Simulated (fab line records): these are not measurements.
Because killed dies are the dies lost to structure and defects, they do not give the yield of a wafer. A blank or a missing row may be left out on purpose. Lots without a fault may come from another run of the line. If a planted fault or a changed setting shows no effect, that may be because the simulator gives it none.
Which tool was responsible? / flow nand-harc / 13 lots, 39 wafers sampled, at 5 steps of a route of 1302

== WHAT THE GAUGES READ, wafer by wafer ==
NHARC_A_M1_OVL_MEAS_10: pitch 240 nm. Usual: overlay-x-nm 0.4 nm, standard deviation 0.87; overlay-y-nm 0.0 nm, standard deviation 0.99.
lot=L371; measured=day 23 07:58; on=overlay-01; overlay-x-nm (nm)=0.3 0.3 0.3; overlay-y-nm (nm)=-0.9 -0.9 -0.8; flag=
lot=L374; measured=day 23 15:43; on=overlay-01; overlay-x-nm (nm)=-0.3 -0.2 -0.4; overlay-y-nm (nm)=0.3 0.7 1.0; flag=
lot=L372; measured=day 23 17:11; on=overlay-01; overlay-x-nm (nm)=1.2 1.0 1.7; overlay-y-nm (nm)=0.3 -0.1 0.9; flag=
lot=L373; measured=day 23 19:43; on=overlay-01; overlay-x-nm (nm)=0.4 0.1 0.1; overlay-y-nm (nm)=-1.3 -0.5 -1.0; flag=
lot=L375; measured=day 24 14:06; on=overlay-01; overlay-x-nm (nm)=0.9 -0.1 0.7; overlay-y-nm (nm)=-0.2 -0.1 -0.2; flag=
lot=L376; measured=day 25 04:56; on=overlay-02; overlay-x-nm (nm)=1.4 1.5 1.0; overlay-y-nm (nm)=-1.4 -1.1 -1.5; flag=
lot=L377; measured=day 25 17:41; on=overlay-02; overlay-x-nm (nm)=-0.3 0.1 0.1; overlay-y-nm (nm)=-1.1 -1.4 -1.4; flag=
lot=L379; measured=day 26 22:26; on=overlay-01; overlay-x-nm (nm)=-1.1 -0.9 -0.3; overlay-y-nm (nm)=1.0 0.7 1.3; flag=
lot=L389; measured=day 30 20:42; on=overlay-02; overlay-x-nm (nm)=0.3 0.5 0.6; overlay-y-nm (nm)=0.3 0.9 0.2; flag=
lot=L392; measured=day 31 11:08; on=overlay-01; overlay-x-nm (nm)=0.7 1.3 1.2; overlay-y-nm (nm)=-1.6 -0.7 -0.6; flag=
lot=L391; measured=day 31 12:14; on=overlay-01; overlay-x-nm (nm)=0.3 0.4 0.9; overlay-y-nm (nm)=1.1 0.7 0.3; flag=
lot=L394; measured=day 32 22:00; on=overlay-02; overlay-x-nm (nm)=0.5 0.9 0.4; overlay-y-nm (nm)=-1.0 -0.7 -0.6; flag=
lot=L393; measured=day 33 01:02; on=overlay-01; overlay-x-nm (nm)=1.9 2.0 1.8; overlay-y-nm (nm)=1.2 1.4 1.3; flag=

NHARC_END_SORT_01. Usual: defect-limited-yield 91.4 %, standard deviation 2.7; killed-at-array 53, standard deviation 18; killed-at-other 0.8, standard deviation 1.1; killed-at-periphery 4.1, standard deviation 2.7; killed-dies 58, standard deviation 18; killed-open 3.1, standard deviation 1.7; killed-short 2.7, standard deviation 1.7; sort_bin_2_pct 3.0 %, standard deviation 1.2; sort_bin_3_pct 0.6 %, standard deviation 0.37; sort_bin_4_pct 4.9 %, standard deviation 1.5; sort-n-pass 619, standard deviation 18; sort-rim-yield-pct 91 %, standard deviation 4.1; sort-yield-pct 91.4 %, standard deviation 2.7.
lot=L391; measured=day 33 02:47; on=prober-01; defect-limited-yield (%)=92.0 89.4 90.5; killed-at-array=50 65 60; killed-at-other=0 1 0; killed-at-periphery=4 6 4; killed-dies=54 72 64; killed-open=0 2 3; killed-short=1 3 1; sort_bin_2_pct (%)=2.2 3.0 3.1; sort_bin_3_pct (%)=1.3 0.9 0.6; sort_bin_4_pct (%)=4.4 6.8 5.8; sort-n-pass=623 605 613; sort-rim-yield-pct (%)=86 92 84; sort-yield-pct (%)=92.0 89.4 90.5; flag=

== WHAT TOOL EACH LOT RAN ON (gives the tool, then ch and the chambers of the sampled wafers, and finally the start) ==
lot=L371; NHARC_A_M0_PRE_CLEAN_29=pvd-sputter-02, day 23 07:00 or earlier; NHARC_A_M0_PVD_20=pvd-sputter-02, day 23 07:00 or earlier; NHARC_A_M1_SOFTBAKE_04=litho-track-01 ch 0, day 23 07:00
lot=L374; NHARC_A_M0_PRE_CLEAN_29=pvd-sputter-03, day 23 15:00 or earlier; NHARC_A_M0_PVD_20=pvd-sputter-03, day 23 15:00 or earlier; NHARC_A_M1_SOFTBAKE_04=litho-track-06 ch 0, day 23 15:00
lot=L372; NHARC_A_M0_PRE_CLEAN_29=pvd-sputter-01, day 23 16:00 or earlier; NHARC_A_M0_PVD_20=pvd-sputter-01, day 23 16:00 or earlier; NHARC_A_M1_SOFTBAKE_04=litho-track-04 ch 0, day 23 16:00
lot=L373; NHARC_A_M0_PRE_CLEAN_29=pvd-sputter-01, day 23 19:00 or earlier; NHARC_A_M0_PVD_20=pvd-sputter-01, day 23 19:00 or earlier; NHARC_A_M1_SOFTBAKE_04=litho-track-06 ch 0, day 23 19:00
lot=L375; NHARC_A_M0_PRE_CLEAN_29=pvd-sputter-01, day 24 13:00 or earlier; NHARC_A_M0_PVD_20=pvd-sputter-01, day 24 13:00 or earlier; NHARC_A_M1_SOFTBAKE_04=litho-track-04 ch 0, day 24 13:00
lot=L376; NHARC_A_M0_PRE_CLEAN_29=pvd-sputter-01, day 25 04:00 or earlier; NHARC_A_M0_PVD_20=pvd-sputter-01, day 25 04:00 or earlier; NHARC_A_M1_SOFTBAKE_04=litho-track-01 ch 0, day 25 04:00
lot=L377; NHARC_A_M0_PRE_CLEAN_29=pvd-sputter-03, day 25 17:00 or earlier; NHARC_A_M0_PVD_20=pvd-sputter-03, day 25 17:00 or earlier; NHARC_A_M1_SOFTBAKE_04=litho-track-04 ch 0, day 25 17:00
lot=L379; NHARC_A_M0_PRE_CLEAN_29=pvd-sputter-03, day 26 22:00 or earlier; NHARC_A_M0_PVD_20=pvd-sputter-03, day 26 22:00 or earlier; NHARC_A_M1_SOFTBAKE_04=litho-track-01 ch 0, day 26 22:00
lot=L389; NHARC_A_M0_PRE_CLEAN_29=pvd-sputter-02, day 30 20:00 or earlier; NHARC_A_M0_PVD_20=pvd-sputter-02, day 30 20:00 or earlier; NHARC_A_M1_SOFTBAKE_04=litho-track-04 ch 0, day 30 20:00
lot=L392; NHARC_A_M0_PRE_CLEAN_29=pvd-sputter-01, day 31 10:00 or earlier; NHARC_A_M0_PVD_20=pvd-sputter-01, day 31 10:00 or earlier; NHARC_A_M1_SOFTBAKE_04=litho-track-01 ch 0, day 31 10:00
lot=L391; NHARC_A_M0_PRE_CLEAN_29=pvd-sputter-03, day 31 11:00 or earlier; NHARC_A_M0_PVD_20=pvd-sputter-03, day 31 11:00 or earlier; NHARC_A_M1_SOFTBAKE_04=litho-track-01 ch 0, day 31 11:00
lot=L394; NHARC_A_M0_PRE_CLEAN_29=pvd-sputter-01, day 32 21:00 or earlier; NHARC_A_M0_PVD_20=pvd-sputter-01, day 32 21:00 or earlier; NHARC_A_M1_SOFTBAKE_04=litho-track-01 ch 0, day 32 21:00
lot=L393; NHARC_A_M0_PRE_CLEAN_29=pvd-sputter-03, day 33 00:00 or earlier; NHARC_A_M0_PVD_20=pvd-sputter-03, day 33 00:00 or earlier; NHARC_A_M1_SOFTBAKE_04=litho-track-01 ch 0, day 33 00:00
- NHARC_A_M0_PRE_CLEAN_29: time 30 s.
- NHARC_A_M0_PVD_20: deposits TaN, target thk 5 nm, time 8.06 s.
- NHARC_A_M1_SOFTBAKE_04: time 55 s.

== WHAT THE TOOLS THEMSELVES READ (means of the sampled wafers that have a number; where no wafer has one, the mark that the record gives instead) ==
NHARC_A_M0_PRE_CLEAN_29. Usual: heater-power-w at 414 W, with a standard deviation of 61.
lot=L371; tool=pvd-sputter-02; heater-power-w (W)=463; flag=
lot=L374; tool=pvd-sputter-03; heater-power-w (W)=468; flag=
lot=L372; tool=pvd-sputter-01; heater-power-w (W)=374; flag=
lot=L373; tool=pvd-sputter-01; heater-power-w (W)=360; flag=
lot=L375; tool=pvd-sputter-01; heater-power-w (W)=360; flag=
lot=L376; tool=pvd-sputter-01; heater-power-w (W)=359; flag=
lot=L377; tool=pvd-sputter-03; heater-power-w (W)=471; flag=
lot=L379; tool=pvd-sputter-03; heater-power-w (W)=473; flag=
lot=L389; tool=pvd-sputter-02; heater-power-w (W)=453; flag=
lot=L392; tool=pvd-sputter-01; heater-power-w (W)=379; flag=
lot=L391; tool=pvd-sputter-03; heater-power-w (W)=459; flag=
lot=L394; tool=pvd-sputter-01; heater-power-w (W)=353; flag=
lot=L393; tool=pvd-sputter-03; heater-power-w (W)=423; flag=

NHARC_A_M0_PVD_20. Usual: throttle-valve-pct at 29.9 %, with a standard deviation of 1.
lot=L371; tool=pvd-sputter-02; throttle-valve-pct (%)=29.8; flag=
lot=L374; tool=pvd-sputter-03; throttle-valve-pct (%)=29.1; flag=
lot=L372; tool=pvd-sputter-01; throttle-valve-pct (%)=30.9; flag=
lot=L373; tool=pvd-sputter-01; throttle-valve-pct (%)=31.0; flag=
lot=L375; tool=pvd-sputter-01; throttle-valve-pct (%)=31.0; flag=
lot=L376; tool=pvd-sputter-01; throttle-valve-pct (%)=31.3; flag=
lot=L377; tool=pvd-sputter-03; throttle-valve-pct (%)=29.4; flag=
lot=L379; tool=pvd-sputter-03; throttle-valve-pct (%)=29.4; flag=
lot=L389; tool=pvd-sputter-02; throttle-valve-pct (%)=29.0; flag=
lot=L392; tool=pvd-sputter-01; throttle-valve-pct (%)=30.6; flag=
lot=L391; tool=pvd-sputter-03; throttle-valve-pct (%)=28.6; flag=
lot=L394; tool=pvd-sputter-01; throttle-valve-pct (%)=31.4; flag=
lot=L393; tool=pvd-sputter-03; throttle-valve-pct (%)=28.8; flag=

NHARC_A_M1_SOFTBAKE_04. Usual: heater-power-total-W at 188.45 W, with a standard deviation of 0.15.
lot=L371; tool=litho-track-01; heater-power-total-W (W)=188.42; flag=
lot=L374; tool=litho-track-06; heater-power-total-W (W)=188.43; flag=
lot=L372; tool=litho-track-04; heater-power-total-W (W)=188.28; flag=
lot=L373; tool=litho-track-06; heater-power-total-W (W)=188.66; flag=
lot=L375; tool=litho-track-04; heater-power-total-W (W)=188.55; flag=
lot=L376; tool=litho-track-01; heater-power-total-W (W)=188.48; flag=
lot=L377; tool=litho-track-04; heater-power-total-W (W)=188.33; flag=
lot=L379; tool=litho-track-01; heater-power-total-W (W)=190.28; flag=OFF
lot=L389; tool=litho-track-04; heater-power-total-W (W)=188.43; flag=
lot=L392; tool=litho-track-01; heater-power-total-W (W)=188.43; flag=
lot=L391; tool=litho-track-01; heater-power-total-W (W)=188.32; flag=
lot=L394; tool=litho-track-01; heater-power-total-W (W)=188.51; flag=
lot=L393; tool=litho-track-01; heater-power-total-W (W)=188.47; flag=

== THE ANSWER, worked out from the rows above alone ==
Rule: take the mean of a lot's wafers that have a number; if it is more than 3 standard deviations from the usual mean, the lot is off. Also off: a lot with no number at a reading for which 4 or more lots have one. Any other lot the step has rows for is counted as sound. The gauges are gone through in route order, then the tools' own readings, and for those a lot's mean is taken as printed above. At the first step where some lot is off, the reading lying furthest off is the one used; lots without a number count as furthest.
Off: L379 (NHARC_A_M1_SOFTBAKE_04, heater-power-total-W).
A tool fits if, at that step or a process step before it, it ran every lot that is off, and no sound lot after the first of them. NHARC_A_M0_PRE_CLEAN_29 gives no start for some lots, so the hours and the order of its lots are those of NHARC_A_M1_SOFTBAKE_04. NHARC_A_M0_PVD_20 gives no start for some lots, so the hours and the order of its lots are those of NHARC_A_M1_SOFTBAKE_04. Of those tried, none fits.

== WHAT WAS PUT IN BY THE SIMULATOR ==
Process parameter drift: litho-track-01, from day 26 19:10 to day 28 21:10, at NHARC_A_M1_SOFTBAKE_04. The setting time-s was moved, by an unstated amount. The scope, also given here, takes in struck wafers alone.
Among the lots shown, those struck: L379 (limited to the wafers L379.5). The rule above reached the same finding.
